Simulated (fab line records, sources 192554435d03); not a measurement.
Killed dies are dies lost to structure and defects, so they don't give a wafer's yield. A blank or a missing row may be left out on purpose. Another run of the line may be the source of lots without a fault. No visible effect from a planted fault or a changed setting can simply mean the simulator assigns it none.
fab line records    flow n5Finfet    part 1 of 2: steps 1 to 4 of 6
record lots=24  wafers=72  lastDay=17
route steps=1938 shown HKMG_FIN@457 GATE_CUT@470 MOL_CONTACT_COAG@544
lots untouched by any fault: they come from a run of this same line in which no faults occurred
startH: hours from the record's opening day to when the first of the lot's shown wafers began    waitH: time in hours since the lot's previous step    " the same as in the row above    L1.1+2: a row that stands for several wafers    - either no value or no given start    * or withheld: withheld    < > ~ a bound
route shown NAME@n: NAME is a module with steps in the file, n the number in the route of the first one    usual: the fault-free wafers' mean and standard deviation    same: alike in all rows    chamber/n: place in a boat    sites: the reading at each site    _std_site: the values' standard deviation    _edge_site: inner sites' mean taken away from outer sites' mean    radiusMm: for every site, how far away it sits from the centre of the wafer    mask NAME#n: copy n    behind: tool/chamber where the wafer was last shaped    hold: reason for holding the lot/hours on hold/outcome of the hold    device: names the non-switching transistor (n, p or np)    end of line: tests of these same wafers at the route's end    step lacking rows: just its recipe    killed: not the wafer's yield, but the dies lost to structure and defects at the first sort    map: shows each die of a wafer: x if killed, . if not, _ if none is there
set.NAME: the setting as run; set.NAME@STEP: as run at that earlier step    model.NAME: the simulator's own value behind a step, which no gauge read
steps of the route over a sample of lots; a table a step, a row a wafer
services: a tool's chamber out of use, with start hour (startH, from the record's first day; less than 0 if before it), hours out, and reason
## steps
# step N5_HKMG_FIN_ALD_72
# recipe material=W  targetThkA=20  tempC=300  pressureTorr=7.5  aldPrecursorFamily=WF6  aldCoReactant=B2H6  pulseTimeS=1  purgeTimeS=2  coReactantPurgeTimeS=2  coReactantPulseTimeS=3  aldCycles=7
# usual heaterPowerW=507/72  precursorPulseHeightRel=1.000/0.018
# same coReactantPulseTimeS=3
lot.wafer  tool     chamber  startH  waitH  heaterPowerW  precursorPulseHeightRel
L074.2     cvdW-01  1        84.56   0.2    436           0.959
L074.3     "        0        "       "      612           0.980
L074.4     "        1        "       "      428           0.982
L075.1     cvdW-02  0        86.30   0.2    533           0.975
L075.4     "        0        "       "      544           0.990
L075.5     "        0        "       "      545           0.988
L076.3     cvdW-01  0        92.52   0.2    614           0.985
L076.5     "        0        "       "      604           1.007
L076.6     "        1        "       "      426           1.045
L077.2     cvdW-02  0        96.40   0.2    542           0.992
L077.3     "        1        "       "      482           0.991
L077.4     "        0        "       "      538           0.985
L078.1     cvdW-02  1        103.47  0.2    474           0.998
L078.4     "        1        "       "      469           0.963
L078.5     "        0        "       "      507           0.967
L079.1     cvdW-02  0        110.31  0.2    537           1.022
L079.4     "        0        "       "      548           1.004
L079.6     "        1        "       "      470           0.989
L080.3     cvdW-01  0        115.44  0.2    614           1.019
L080.4     "        1        "       "      436           1.012
L080.5     "        0        "       "      620           1.001
L081.3     cvdW-01  0        123.01  0.2    600           0.963
L081.5     "        0        "       "      624           1.016
L081.6     "        1        "       "      415           0.991
L082.1     cvdW-01  1        127.05  0.2    431           1.000
L082.4     "        1        "       "      435           1.003
L082.6     "        1        "       "      426           1.000
L083.1     cvdW-01  1        133.63  0.2    428           0.995
L083.4     "        1        "       "      433           0.969
L083.5     "        0        "       "      614           0.983
L084.1     cvdW-01  0        140.31  0.2    616           0.989
L084.2     "        1        "       "      434           1.007
L084.6     "        0        "       "      601           0.970
L085.3     cvdW-01  1        144.63  0.2    437           1.012
L085.5     "        0        "       "      601           1.019
L085.6     "        1        "       "      427           1.011
L086.1     cvdW-02  1        156.06  0.2    462           0.996
L086.5     "        0        "       "      526           1.028
L086.6     "        1        "       "      466           0.991
L087.1     cvdW-01  0        157.72  0.2    629           1.013
L087.2     "        1        "       "      432           1.025
L087.3     "        1        "       "      437           1.024
L088.2     cvdW-02  0        166.72  0.2    542           0.995
L088.5     "        1        "       "      468           1.005
L088.6     "        0        "       "      552           0.991
L089.1     cvdW-02  0        168.51  0.2    545           0.997
L089.4     "        1        "       "      469           0.986
L089.6     "        1        "       "      471           1.002
L090.2     cvdW-01  1        173.62  0.2    439           0.998
L090.3     "        0        "       "      627           1.005
L090.6     "        1        "       "      441           1.018
L091.1     cvdW-02  1        180.75  0.2    472           1.003
L091.2     "        0        "       "      538           1.000
L091.3     "        0        "       "      545           1.007
L092.2     cvdW-01  1        190.80  0.2    425           1.000
L092.4     "        1        "       "      432           1.005
L092.5     "        1        "       "      430           0.999
L093.1     cvdW-01  1        196.58  0.2    426           1.031
L093.5     "        1        "       "      434           0.994
L093.6     "        1        "       "      424           0.999
L094.1     cvdW-02  1        201.28  0.2    459           0.992
L094.3     "        1        "       "      463           1.040
L094.4     "        0        "       "      549           1.037
L095.2     cvdW-02  1        204.39  0.2    464           1.024
L095.4     "        0        "       "      543           1.020
L095.5     "        0        "       "      535           0.992
L096.1     cvdW-02  1        216.15  0.2    471           0.993
L096.3     "        1        "       "      486           0.990
L096.6     "        1        "       "      459           1.009
L097.3     cvdW-01  0        216.30  0.2    611           0.984
L097.4     "        1        "       "      429           1.021
L097.6     "        1        "       "      444           0.981
# step N5_GATE_CUT_STRIP_59
# recipe chemistry=N2/H2  timeS=20  powerW=100  tempC=40  pressureMtorr=100  rfFrequencyHz=6e+07  biasPowerW=3  n2FlowSccm=300  h2FlowSccm=300
# usual drypumpMotorCurrentA=5.7/0.52  oesProductAu=0.82/0.091  rfVppV=45.4/0.94  showerheadPlenumPTorr=3.42/0.1  throttleValvePct=12.07/0.27
lot.wafer  tool        chamber  startH  waitH  drypumpMotorCurrentA  oesProductAu  rfHoursCounterH  rfVppV  showerheadPlenumPTorr  throttleValvePct
L074.2     rieDiel-02  3        85.87   0.1    4.9                   0.71          207              46.2    3.47                   12.33
L074.3     "           0        "       "      6.1                   0.78          116              46.8    3.54                   11.96
L074.4     "           2        "       "      5.1                   0.85          55               44.1    3.29                   12.06
L075.1     rieDiel-01  1        87.88   0.1    5.7                   0.81          106              45.4    3.41                   12.06
L075.4     "           2        "       "      4.9                   0.87          51               45.0    3.29                   11.76
L075.5     "           2        "       "      4.9                   0.87          -                45.4    3.29                   11.75
L076.3     rieDiel-01  1        93.81   0.1    5.7                   0.80          108              45.0    3.41                   12.07
L076.5     "           1        "       "      5.7                   0.80          -                45.2    3.41                   12.07
L076.6     "           0        "       "      5.8                   0.90          -                46.8    3.58                   12.03
L077.2     rieDiel-03  0        97.70   0.1    5.7                   0.69          254              43.9    3.33                   12.20
L077.3     "           2        "       "      6.4                   0.94          11               44.9    3.61                   11.92
L077.4     "           2        "       "      6.4                   0.94          -                46.3    3.61                   11.91
L078.1     rieDiel-01  3        104.79  0.1    5.5                   0.92          17               46.9    3.44                   11.88
L078.4     "           1        "       "      5.7                   0.81          112              46.5    3.40                   12.06
L078.5     "           2        "       "      4.9                   0.86          -                45.6    3.29                   11.80
L079.1     rieDiel-01  3        111.63  0.1    5.6                   0.92          19               46.8    3.44                   11.92
L079.4     "           0        "       "      5.8                   0.88          27               44.1    3.57                   12.04
L079.6     "           0        "       "      5.8                   0.88          -                44.9    3.57                   12.04
L080.3     rieDiel-02  0        116.73  0.1    6.1                   0.78          126              46.5    3.54                   11.99
L080.4     "           1        "       "      5.8                   0.71          220              44.8    3.33                   12.61
L080.5     "           1        "       "      5.8                   0.71          -                45.2    3.33                   12.60
L081.3     rieDiel-03  0        124.30  0.1    5.7                   1.01          1                45.6    3.33                   11.57
L081.5     "           2        "       "      6.4                   0.92          -                45.4    3.60                   11.94
L081.6     "           3        "       "      5.8                   0.96          -                46.6    3.45                   11.92
L082.1     rieDiel-01  3        128.57  0.1    5.5                   0.92          25               43.2    3.44                   11.92
L082.4     "           2        "       "      4.9                   0.85          64               45.1    3.29                   11.80
L082.6     "           2        "       "      4.9                   0.85          -                45.3    3.29                   11.80
L083.1     rieDiel-03  3        135.04  0.1    5.7                   0.93          12               44.3    3.45                   11.94
L083.4     "           0        "       "      5.7                   0.98          5                45.2    3.32                   11.59
L083.5     "           3        "       "      5.8                   0.93          -                46.2    3.45                   11.93
L084.1     rieDiel-03  2        141.86  0.1    6.4                   0.90          27               47.0    3.60                   11.95
L084.2     "           1        "       "      6.6                   0.73          188              46.2    3.49                   12.29
L084.6     "           0        "       "      5.7                   0.97          -                44.4    3.32                   11.59
L085.3     rieDiel-03  2        145.93  0.1    6.4                   0.90          29               46.0    3.60                   11.97
L085.5     "           0        "       "      5.7                   0.97          -                45.2    3.32                   11.59
L085.6     "           3        "       "      5.8                   0.93          -                45.6    3.44                   11.96
L086.1     rieDiel-03  2        157.40  0.1    6.4                   0.89          33               45.5    3.60                   11.96
L086.5     "           0        "       "      5.7                   0.95          -                46.2    3.32                   11.60
L086.6     "           1        "       "      6.6                   0.73          -                45.3    3.48                   12.28
L087.1     rieDiel-03  1        159.03  0.1    6.6                   0.75          194              46.4    3.48                   12.30
L087.2     "           3        "       "      5.8                   0.92          19               46.3    3.44                   11.96
L087.3     "           2        "       "      6.4                   0.88          33               46.8    3.60                   11.97
L088.2     rieDiel-02  1        168.10  0.1    5.8                   0.69          238              45.8    3.33                   12.64
L088.5     "           1        "       "      5.8                   0.70          -                45.4    3.33                   12.66
L088.6     "           2        "       "      5.1                   0.81          -                46.1    3.28                   12.14
L089.1     rieDiel-01  3        169.82  0.1    5.5                   0.89          33               45.8    3.43                   11.95
L089.4     "           0        "       "      5.8                   0.84          46               45.4    3.56                   12.11
L089.6     "           0        "       "      5.8                   0.84          -                47.0    3.56                   12.10
L090.2     rieDiel-02  3        174.93  0.1    4.9                   0.69          233              45.8    3.46                   12.41
L090.3     "           1        "       "      5.8                   0.69          240              43.6    3.32                   12.66
L090.6     "           0        "       "      6.1                   0.76          -                47.3    3.53                   12.01
L091.1     rieDiel-03  1        182.06  0.1    6.6                   0.73          200              44.6    3.48                   12.33
L091.2     "           3        "       "      5.8                   0.91          25               45.1    3.44                   11.97
L091.3     "           2        "       "      6.4                   0.89          38               45.0    3.60                   11.98
L092.2     rieDiel-01  1        192.18  0.1    5.7                   0.78          139              46.1    3.39                   12.14
L092.4     "           2        "       "      4.9                   0.84          83               44.5    3.28                   11.83
L092.5     "           0        "       "      5.8                   0.84          -                46.4    3.56                   12.14
L093.1     rieDiel-01  3        198.03  0.1    5.5                   0.89          40               45.7    3.43                   11.97
L093.5     "           2        "       "      4.9                   0.83          -                44.1    3.28                   11.84
L093.6     "           1        "       "      5.6                   0.77          -                45.6    3.39                   12.14
L094.1     rieDiel-02  1        202.59  0.1    5.8                   0.69          248              46.2    3.32                   12.70
L094.3     "           3        "       "      4.9                   0.69          241              45.3    3.46                   12.42
L094.4     "           2        "       "      5.1                   0.81          -                44.3    3.28                   12.14
L095.2     rieDiel-02  3        205.81  0.1    4.9                   0.69          242              45.0    3.46                   12.44
L095.4     "           2        "       "      5.1                   0.81          -                45.3    3.28                   12.13
L095.5     "           3        "       "      4.9                   0.69          -                44.7    3.46                   12.43
L096.1     rieDiel-02  0        217.46  0.1    6.1                   0.75          153              45.2    3.52                   12.06
L096.3     "           2        "       "      5.1                   0.80          93               43.8    3.27                   12.14
L096.6     "           2        "       "      5.1                   0.80          -                45.1    3.27                   12.16
L097.3     rieDiel-02  3        217.62  0.1    4.9                   0.69          245              45.7    3.45                   12.45
L097.4     "           0        "       "      6.1                   0.76          -                47.9    3.52                   12.05
L097.6     "           3        "       "      4.9                   0.69          -                46.6    3.45                   12.43
# step N5_GATE_CUT_OVL_MEAS_14
# recipe pointsPerWafer=522
# usual GATE_CUT_OVL=0.0/0.67
lot.wafer  tool        chamber  startH  waitH  GATE_CUT_OVL[nm]
L074.2     overlay-01  0        89.38   0.0    0.2
L074.3     "           0        "       "      -1.3
L074.4     "           0        "       "      -0.2
L075.1     overlay-01  0        91.19   0.0    0.6
L075.4     "           0        "       "      -0.1
L075.5     "           0        "       "      0.4
L076.3     overlay-01  0        97.53   0.0    0.5
L076.5     "           0        "       "      -0.1
L076.6     "           0        "       "      -0.3
L077.2     overlay-02  0        101.02  0.0    -0.1
L077.3     "           0        "       "      -0.6
L077.4     "           0        "       "      0.2
L078.1     overlay-02  0        108.09  0.0    -0.9
L078.4     "           0        "       "      -0.7
L078.5     "           0        "       "      0.0
L079.1     overlay-01  0        114.99  0.0    0.9
L079.4     "           0        "       "      0.1
L079.6     "           0        "       "      -0.1
L080.3     overlay-02  0        119.96  0.0    -1.3
L080.4     "           0        "       "      -0.7
L080.5     "           0        "       "      -0.6
L081.3     overlay-01  0        127.64  0.0    -0.6
L081.5     "           0        "       "      0.2
L081.6     "           0        "       "      -0.7
L082.1     overlay-01  0        133.81  0.0    -1.3
L082.4     "           0        "       "      -1.5
L082.6     "           0        "       "      -0.6
L083.1     overlay-01  0        138.27  0.0    -0.7
L083.4     "           0        "       "      -0.5
L083.5     "           0        "       "      -1.1
L084.1     overlay-02  0        145.18  0.0    0.5
L084.2     "           0        "       "      0.1
L084.6     "           0        "       "      -0.2
L085.3     overlay-02  0        149.27  0.0    -0.1
L085.5     "           0        "       "      1.1
L085.6     "           0        "       "      -0.8
L086.1     overlay-01  0        160.74  0.0    0.0
L086.5     "           0        "       "      0.2
L086.6     "           0        "       "      -0.2
L087.1     overlay-01  0        162.34  0.0    -0.5
L087.2     "           0        "       "      -0.7
L087.3     "           0        "       "      0.0
L088.2     overlay-01  0        171.29  0.0    -0.6
L088.5     "           0        "       "      -0.8
L088.6     "           0        "       "      -1.1
L089.1     overlay-02  0        173.10  0.0    0.3
L089.4     "           0        "       "      1.6
L089.6     "           0        "       "      0.3
L090.2     overlay-01  0        178.32  0.0    -0.4
L090.3     "           0        "       "      0.3
L090.6     "           0        "       "      0.1
L091.1     overlay-02  0        185.65  0.0    -0.7
L091.2     "           0        "       "      -0.9
L091.3     "           0        "       "      0.4
L092.2     overlay-01  0        195.40  0.0    0.4
L092.4     "           0        "       "      -1.0
L092.5     "           0        "       "      0.2
L093.1     overlay-02  0        201.23  0.0    0.4
L093.5     "           0        "       "      0.7
L093.6     "           0        "       "      1.6
L094.1     overlay-01  0        206.04  0.0    -0.8
L094.3     "           0        "       "      0.0
L094.4     "           0        "       "      0.4
L095.2     overlay-02  0        209.16  0.0    0.6
L095.4     "           0        "       "      0.4
L095.5     "           0        "       "      0.5
L096.1     overlay-01  0        220.76  0.0    -0.7
L096.3     "           0        "       "      0.1
L096.6     "           0        "       "      -1.3
L097.3     overlay-01  0        220.95  0.0    0.5
L097.4     "           0        "       "      0.5
L097.6     "           0        "       "      -0.1
# step N5_GATE_CUT_ETCH_28
# recipe chemistry=N2/H2  target=underlayer  targetDepthA=130  maskMaterial=CAR-EUV  timeS=10.4  ionEnergyEv=200  pressureMtorr=30  sourceW=840  biasW=150  n2FlowSccm=200  h2FlowSccm=200  ends=cleared
# usual drypumpMotorCurrentA=5.7/0.53  etchRfOnTimeS=10.38/0.17  oesProductAu=0.68/0.079  rfVppV=525.0/2.3  showerheadPlenumPTorr=2.58/0.081  throttleValvePct=17.78/0.25
lot.wafer  tool        chamber  startH  waitH  drypumpMotorCurrentA  etchRfOnTimeS  oesProductAu  rfHoursCounterH  rfVppV  showerheadPlenumPTorr  throttleValvePct
L074.2     rieDiel-02  2        89.50   0.0    5.0                   10.25          0.71          56               521.6   2.48                   17.77
L074.3     "           0        "       "      6.1                   10.17          0.68          117              528.8   2.67                   17.60
L074.4     "           1        "       "      5.8                   10.27          0.60          -                523.1   2.51                   18.21
L075.1     rieDiel-02  2        91.32   0.0    5.1                   10.38          0.72          57               521.5   2.48                   17.76
L075.4     "           0        "       "      6.1                   10.23          0.69          -                527.4   2.67                   17.58
L075.5     "           2        "       "      5.1                   10.34          0.72          -                523.2   2.48                   17.79
L076.3     rieDiel-02  2        97.67   0.0    5.1                   10.35          0.71          59               522.5   2.48                   17.79
L076.5     "           0        "       "      6.1                   10.50          0.67          -                525.5   2.67                   17.60
L076.6     "           1        "       "      5.8                   10.57          0.60          -                524.1   2.51                   18.19
L077.2     rieDiel-02  3        101.14  0.0    4.9                   10.65          0.60          210              527.7   2.62                   17.89
L077.3     "           2        "       "      5.1                   10.34          0.72          61               522.3   2.48                   17.80
L077.4     "           0        "       "      6.1                   10.37          0.66          122              526.7   2.67                   17.58
L078.1     rieDiel-01  3        108.22  0.0    5.5                   10.36          0.79          18               526.1   2.59                   17.64
L078.4     "           1        "       "      5.7                   10.13          0.70          113              525.2   2.56                   17.74
L078.5     "           0        "       "      5.8                   10.16          0.77          -                529.1   2.70                   17.78
L079.1     rieDiel-02  2        115.27  0.0    5.1                   10.32          0.71          65               519.8   2.47                   17.78
L079.4     "           1        "       "      5.8                   10.43          0.60          220              524.0   2.51                   18.22
L079.6     "           0        "       "      6.1                   10.39          0.67          -                526.5   2.67                   17.59
L080.3     rieDiel-03  3        120.07  0.0    5.8                   10.10          0.83          7                525.9   2.60                   17.67
L080.4     "           1        "       "      6.6                   10.58          0.63          182              527.4   2.63                   17.86
L080.5     "           0        "       "      5.6                   10.55          0.86          -                523.2   2.50                   17.25
L081.3     rieDiel-02  1        127.89  0.0    5.9                   10.49          0.59          223              522.1   2.51                   18.23
L081.5     "           1        "       "      5.8                   10.47          0.59          -                523.9   2.51                   18.22
L081.6     "           0        "       "      6.1                   10.31          0.67          -                527.1   2.67                   17.60
L082.1     rieDiel-03  3        134.60  0.0    5.8                   10.03          0.81          12               524.9   2.60                   17.67
L082.4     "           0        "       "      5.7                   10.49          0.83          5                523.7   2.50                   17.27
L082.6     "           3        "       "      5.8                   10.02          0.82          -                524.5   2.60                   17.67
L083.1     rieDiel-03  2        138.41  0.0    6.4                   10.40          0.77          26               527.1   2.72                   17.68
L083.4     "           0        "       "      5.7                   10.49          0.83          6                521.4   2.50                   17.27
L083.5     "           0        "       "      5.7                   10.59          0.82          -                522.8   2.50                   17.27
L084.1     rieDiel-02  3        145.62  0.0    4.9                   10.59          0.59          225              525.0   2.61                   17.92
L084.2     "           0        "       "      6.1                   10.33          0.66          134              526.7   2.67                   17.62
L084.6     "           0        "       "      6.1                   10.31          0.66          -                527.5   2.67                   17.62
L085.3     rieDiel-03  3        149.40  0.0    5.7                   10.04          0.81          17               525.9   2.60                   17.68
L085.5     "           1        "       "      6.6                   10.53          0.63          -                525.7   2.63                   17.86
L085.6     "           2        "       "      6.4                   10.35          0.76          -                527.8   2.72                   17.70
L086.1     rieDiel-03  0        160.86  0.0    5.7                   10.43          0.81          14               523.3   2.50                   17.29
L086.5     "           0        "       "      5.7                   10.45          0.81          -                521.9   2.50                   17.28
L086.6     "           1        "       "      6.6                   10.42          0.63          -                524.4   2.63                   17.88
L087.1     rieDiel-01  0        162.64  0.0    5.8                   10.23          0.73          44               528.3   2.69                   17.82
L087.2     "           2        "       "      4.9                   10.02          0.73          75               521.9   2.47                   17.47
L087.3     "           3        "       "      5.5                   10.42          0.76          31               526.8   2.59                   17.66
L088.2     rieDiel-02  1        171.41  0.0    5.8                   10.60          0.58          239              522.2   2.50                   18.26
L088.5     "           1        "       "      5.8                   10.63          0.58          -                522.8   2.50                   18.24
L088.6     "           2        "       "      5.1                   10.48          0.69          -                521.1   2.47                   17.84
L089.1     rieDiel-02  3        173.23  0.0    4.9                   10.59          0.59          232              526.9   2.61                   17.94
L089.4     "           1        "       "      5.8                   10.56          0.59          239              521.0   2.50                   18.26
L089.6     "           3        "       "      4.9                   10.63          0.58          -                527.3   2.61                   17.94
L090.2     rieDiel-01  2        178.44  0.0    4.9                   10.10          0.72          80               521.8   2.47                   17.47
L090.3     "           1        "       "      5.7                   10.27          0.67          135              523.7   2.56                   17.79
L090.6     "           1        "       "      5.6                   10.34          0.68          -                525.2   2.56                   17.79
L091.1     rieDiel-03  3        185.78  0.0    5.8                   9.99           0.79          26               526.4   2.59                   17.68
L091.2     "           2        "       "      6.4                   10.45          0.75          39               527.3   2.72                   17.69
L091.3     "           0        "       "      5.7                   10.53          0.79          20               522.2   2.49                   17.30
L092.2     rieDiel-02  3        195.52  0.0    4.9                   10.62          0.58          239              526.0   2.61                   17.95
L092.4     "           2        "       "      5.1                   10.26          0.69          87               522.8   2.46                   17.85
L092.5     "           3        "       "      4.9                   10.55          0.59          -                526.5   2.61                   17.94
L093.1     rieDiel-02  0        201.36  0.0    6.1                   10.23          0.65          150              527.9   2.66                   17.65
L093.5     "           3        "       "      4.9                   10.50          0.59          -                526.5   2.61                   17.95
L093.6     "           0        "       "      6.1                   10.27          0.65          -                525.3   2.66                   17.63
L094.1     rieDiel-02  2        206.16  0.0    5.1                   10.33          0.69          90               522.9   2.46                   17.86
L094.3     "           1        "       "      5.8                   10.56          0.58          249              522.2   2.50                   18.25
L094.4     "           3        "       "      4.9                   10.51          0.58          -                525.0   2.61                   17.95
L095.2     rieDiel-02  0        209.28  0.0    6.1                   10.36          0.65          150              527.4   2.66                   17.64
L095.4     "           1        "       "      5.8                   10.56          0.57          249              522.0   2.50                   18.27
L095.5     "           0        "       "      6.1                   10.37          0.65          -                526.8   2.66                   17.65
L096.1     rieDiel-02  0        220.89  0.0    6.1                   10.35          0.65          154              525.7   2.66                   17.65
L096.3     "           2        "       "      5.1                   10.34          0.69          94               521.2   2.46                   17.84
L096.6     "           2        "       "      5.1                   10.27          0.68          -                521.0   2.46                   17.84
L097.3     rieDiel-03  3        221.25  0.0    5.8                   9.98           0.78          37               525.0   2.59                   17.70
L097.4     "           2        "       "      6.4                   10.48          0.72          51               528.4   2.71                   17.72
L097.6     "           3        "       "      5.8                   10.14          0.77          -                525.6   2.59                   17.71
